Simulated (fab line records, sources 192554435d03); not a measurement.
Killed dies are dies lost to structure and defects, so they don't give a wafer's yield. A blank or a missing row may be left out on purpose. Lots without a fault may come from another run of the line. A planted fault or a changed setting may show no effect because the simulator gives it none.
Split-lot experiment | flow n5_finfet | 7 lots, 21 wafers read, on a route of 1938 steps

THE SPLIT
At N5_HKMG_FIN_COAT_30 (time 60 s, resist thk 35 nm), the setting spin_rpm was moved away from the recipe's 1500 rpm on 5 of the 21 wafers read, by -3.0% to +9.7%. The other wafers ran this setting at the recipe's value.

The reading is taken at the split's own step.

THE READING
SiARC_of_HKMG_FIN_COAT_30.thk_nm (the simulator's own value, which no gauge read), in nm, at N5_HKMG_FIN_COAT_30 (time 60 s, resist thk 35 nm). The file gives no usual value for it. The 16 wafers here that ran the recipe average 35.0 nm, standard deviation 0.078 nm.

wafer  | tool, chamber at the split | spin_rpm as run, rpm | against the recipe | SiARC_of_HKMG_FIN_COAT_30.thk_nm, nm | against lot-mates on the recipe
L075.3 | litho_track-05, 0          | 1500                 | recipe             | 35                                   | -
L075.5 | litho_track-05, 0          | 1500                 | recipe             | 35                                   | -
L075.6 | litho_track-05, 0          | 1500                 | recipe             | 35                                   | -
L077.2 | litho_track-03, 0          | 1500                 | recipe             | 35                                   | -
L077.3 | litho_track-03, 0          | 1500                 | recipe             | 35                                   | -
L077.6 | litho_track-03, 0          | 1500                 | recipe             | 35                                   | -
L079.1 | litho_track-04, 0          | 1500                 | recipe             | 35.2                                 | -
L079.3 | litho_track-04, 0          | 1455                 | -3.0%              | 35.8                                 | +0.6
L079.6 | litho_track-04, 0          | 1455                 | -3.0%              | 35.8                                 | +0.6
L085.2 | litho_track-04, 0          | 1500                 | recipe             | 35.2                                 | -
L085.5 | litho_track-04, 0          | 1500                 | recipe             | 35                                   | -
L085.6 | litho_track-04, 0          | 1500                 | recipe             | 35                                   | -
L089.3 | litho_track-03, 0          | 1623                 | +8.2%              | 33.8                                 | -1.4
L089.4 | litho_track-03, 0          | 1623                 | +8.2%              | 33.8                                 | -1.4
L089.6 | litho_track-03, 0          | 1500                 | recipe             | 35.2                                 | -
L091.1 | litho_track-05, 0          | 1646                 | +9.7%              | 33.4                                 | -1.6
L091.4 | litho_track-05, 0          | 1500                 | recipe             | 35                                   | -
L091.6 | litho_track-05, 0          | 1500                 | recipe             | 35                                   | -
L096.1 | litho_track-04, 0          | 1500                 | recipe             | 35                                   | -
L096.5 | litho_track-04, 0          | 1500                 | recipe             | 35                                   | -
L096.6 | litho_track-04, 0          | 1500                 | recipe             | 35                                   | -

THE FIT
A straight line over all 21 wafers: SiARC_of_HKMG_FIN_COAT_30.thk_nm changes by -0.168 nm for each +1% of spin_rpm; r = -0.98; the points scatter about the line by 0.11 nm.
The same after taking each lot's own level away (the mean of its wafers on the recipe; 21 wafers): -0.171 nm for each +1%; r = -1.00; scatter 0.048 nm.
On that fit, the largest move of spin_rpm shifts the reading by 1.7 nm.
The lots' own levels span 35.00 to 35.20 nm, that is 2.6 times the standard deviation above.
So the lot-to-lot level changes the slope little: the two slopes agree.
Check: with one of the wafers moved furthest among these (+9.7%) left out of the fit, the line predicts -1.69 nm for it against its lot-mates. It came out at -1.6 nm against them.

OTHER SPLITS ON THESE WAFERS
These wafers also went through other splits before the reading. Each is held against what the fit with the lots' levels taken away leaves over:
other split on the same wafers | wafers away from the commonest value | r with SiARC_of_HKMG_FIN_COAT_30.thk_nm (lot level and that fit taken away)
N5_SD_EPI_N_PRECLEAN_49 time_s | 9                                    | +0.43
N5_SDB_COAT_05 spin_rpm        | 6                                    | -0.28

THE FILE'S OWN FIT
SiARC_of_HKMG_FIN_COAT_30.thk_nm changes by -0.169 nm for each +1% of spin_rpm, r = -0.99.
